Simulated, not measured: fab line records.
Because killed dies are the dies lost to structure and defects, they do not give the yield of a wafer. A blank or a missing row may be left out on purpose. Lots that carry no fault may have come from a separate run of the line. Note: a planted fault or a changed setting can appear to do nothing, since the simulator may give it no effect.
Lot-split experiment | flow n5-finfet | route with 1938 steps; 7 lots, 21 wafers read

SPLIT DETAILS
At N5_MOL_CONTACT_COAG_COAT_75 (time 60 s, resist thk 60 nm), the setting spin-rpm was moved away from the recipe's 1500 rpm on 6 of the 21 wafers read, by -8.1% to +9.1%. This setting was run at the recipe's value on the other wafers.

FROM THE SPLIT TO THE READING: what the file shows between them, 7 steps
- N5_MOL_CONTACT_COAG_COAT_76: time 60 s, resist thk 10 nm
- N5_MOL_CONTACT_COAG_COAT_77: time 60 s, resist thk 10 nm
- N5_MOL_CONTACT_COAG_ALD_131: deposits SiO2, target thk 5 nm, pulse time 1 s, co reactant pulse time 1 s
- N5_MOL_CONTACT_COAG_ETCHBACK_132: etches SiO2 in CHF3, target depth 10 nm, time 6.7 s
- N5_MOL_CONTACT_COAG_ETCH_91: etches SOC in N2/H2, target depth 60 nm, overetch 21 nm, time 101.2 s
- N5_MOL_CONTACT_COAG_STRIP_92: strips in N2/H2
- N5_MOL_CONTACT_COAG_STRIP_93: strips in N2/H2

THE READING
SOC_of_MOL_CONTACT_COAG_COAT_75.thk-nm (the simulator's own value, which no gauge read), in nm, at N5_MOL_CONTACT_COAG_ETCHBACK_135 (etches SiO2 in CHF3, target depth 25 nm, time 16.7 s). The file gives no usual value for it. The 15 wafers here that ran the recipe average 57.6 nm, standard deviation 0.19 nm.

wafer  | tool, chamber at the split | spin-rpm as run, rpm | against the recipe | SOC_of_MOL_CONTACT_COAG_COAT_75.thk-nm, nm | against lot-mates on the recipe
L076.1 | litho-track-05, 0          | 1500                 | recipe             | 57.4                                       | -
L076.5 | litho-track-05, 0          | 1378                 | -8.1%              | 59.8                                       | +2.4
L076.6 | litho-track-05, 0          | 1378                 | -8.1%              | 59.8                                       | +2.4
L080.1 | litho-track-01, 0          | 1636                 | +9.1%              | 54.8                                       | -2.4
L080.2 | litho-track-01, 0          | 1636                 | +9.1%              | 54.8                                       | -2.4
L080.6 | litho-track-01, 0          | 1500                 | recipe             | 57.2                                       | -
L086.3 | litho-track-05, 0          | 1500                 | recipe             | 57.4                                       | -
L086.5 | litho-track-05, 0          | 1500                 | recipe             | 57.4                                       | -
L086.4 | litho-track-05, 0          | 1500                 | recipe             | 57.6                                       | -
L091.1 | litho-track-05, 0          | 1500                 | recipe             | 57.8                                       | -
L091.3 | litho-track-05, 0          | 1500                 | recipe             | 57.8                                       | -
L091.5 | litho-track-05, 0          | 1500                 | recipe             | 57.8                                       | -
L093.1 | litho-track-05, 0          | 1500                 | recipe             | 57.8                                       | -
L093.4 | litho-track-05, 0          | 1500                 | recipe             | 57.6                                       | -
L093.5 | litho-track-05, 0          | 1500                 | recipe             | 57.6                                       | -
L096.1 | litho-track-04, 0          | 1500                 | recipe             | 57.4                                       | -
L096.5 | litho-track-04, 0          | 1500                 | recipe             | 57.4                                       | -
L096.6 | litho-track-04, 0          | 1449                 | -3.4%              | 58.6                                       | +1.2
L097.2 | litho-track-04, 0          | 1500                 | recipe             | 57.8                                       | -
L097.5 | litho-track-04, 0          | 1500                 | recipe             | 57.6                                       | -
L097.6 | litho-track-04, 0          | 1583                 | +5.5%              | 56                                         | -1.7

THE FIT
A straight line over all 21 wafers: SOC_of_MOL_CONTACT_COAG_COAT_75.thk-nm changes by -0.291 nm for each +1% of spin-rpm; r = -0.99; the points scatter about the line by 0.18 nm.
The same after taking each lot's own level away (the mean of its wafers on the recipe; 21 wafers): -0.284 nm for each +1%; r = -1.00; scatter 0.1 nm.
That fit puts the effect of the largest move of spin-rpm on the reading at 2.6 nm.
From 57.20 to 57.80 nm: that is the span of the lots' own levels, equal to 3.1 times the standard deviation above.
Hence the lot-to-lot level has little effect on the slope; both slopes agree.
Check: -2.6 nm against its lot-mates is what the line predicts for one of the wafers moved furthest among these (+9.1%) when that wafer is left out of the fit. It came out at -2.4 nm against them.

FURTHER SPLITS ON THESE WAFERS
Before the reading, these wafers also passed through other splits. Each is held against what the fit with the lots' levels taken away leaves over:
other split on the same wafers        | wafers away from the commonest value | r with SOC_of_MOL_CONTACT_COAG_COAT_75.thk-nm (lot level and that fit taken away)
N5_GATE_CUT_COAT_35 spin-rpm          | 10                                   | -0.23
N5_GATE_CUT_COAT_27 spin-rpm          | 7                                    | +0.23
N5_MOL_CONTACT_COAG_COAT_103 spin-rpm | 7                                    | -0.17

THE WHOLE CHAIN: every reading that the file lists as answering this split, in the file's order
step                             | what it does                                                          | reading                                                                                 | change (the file's fit)               | r (the file's)
N5_MOL_CONTACT_COAG_COAT_75      | time 60 s, resist thk 60 nm                                           | SOC_of_MOL_CONTACT_COAG_COAT_75.thk-nm (the simulator's own value, which no gauge read) | -0.285 nm for each +1% of the setting | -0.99
N5_MOL_CONTACT_COAG_ETCH_91      | etches SOC in N2/H2, target depth 60 nm, overetch 21 nm, time 101.2 s | etch.depth-nm (the simulator's own value, which no gauge read)                          | -0.287 nm for each +1% of the setting | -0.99
N5_MOL_CONTACT_COAG_ETCHBACK_135 | etches SiO2 in CHF3, target depth 25 nm, time 16.7 s                  | SOC_of_MOL_CONTACT_COAG_COAT_75.thk-nm (the simulator's own value, which no gauge read) | -0.287 nm for each +1% of the setting | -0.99

FILE'S OWN FIT
SOC_of_MOL_CONTACT_COAG_COAT_75.thk-nm changes by -0.287 nm for each +1% of spin-rpm, r = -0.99.
